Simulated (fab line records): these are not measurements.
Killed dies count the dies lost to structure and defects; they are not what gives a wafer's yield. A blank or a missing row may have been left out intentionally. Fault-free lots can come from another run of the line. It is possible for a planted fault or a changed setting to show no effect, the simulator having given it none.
Chamber matching -- flow nand-harc -- NHARC_A_DECK1_JOINT_ETCHBACK_07 on rie-si-06: 4 sister chambers
The step etches the open film in HBr, target depth 105 nm, time 26.9 s. 8 wafers are shown with their chamber, then 8 later ones without.

## WAFERS, EACH WITH ITS CHAMBER
wafer,chamber,drypump-motor-current-A (A),rf-fwd-power-W (W)
L078.5,3,5.81,346.8
L080.1,1,5.97,346.2
L080.4,2,5.38,343.5
L080.6,1,5.96,344.5
L081.2,0,5.36,343.6
L081.4,3,5.80,346.3
L081.6,2,5.39,343.1
L089.1,0,5.34,340.9

## WAFERS WHOSE CHAMBER IS MISSING
wafer,drypump-motor-current-A (A),rf-fwd-power-W (W)
L089.4,5.96,345.4
L089.6,5.38,344.1
L092.4,5.81,343.3
L092.5,5.97,343.8
L092.6,5.33,341.2
L097.2,5.39,345.0
L097.4,5.95,345.4
L097.5,5.95,345.2

## EACH ONE'S CHAMBER
wafer,from the rows above,in truth
L089.4,1,1
L089.6,2,2
L092.4,3,3
L092.5,1,1
L092.6,0,0
L097.2,2,2
L097.4,1,1
L097.5,1,1
Placed correctly: 8 of 8. Left unplaced by these rows: 0. 0 placed wrongly.
How it was worked out, from the rows above alone: a wafer's distance from a chamber is the root of the sum, over the readings, of the square of ((its reading less the chamber's mean) divided by the reading's scatter). If the next closest chamber is less than 2 further off than the closest, the wafer can't be placed; otherwise it belongs to the closest. A chamber's mean is the mean of its shown wafers. The scatter is the square root of a quotient: the sum, over the shown wafers, of each reading's squared deviation from its chamber's mean, divided by wafers minus chambers.
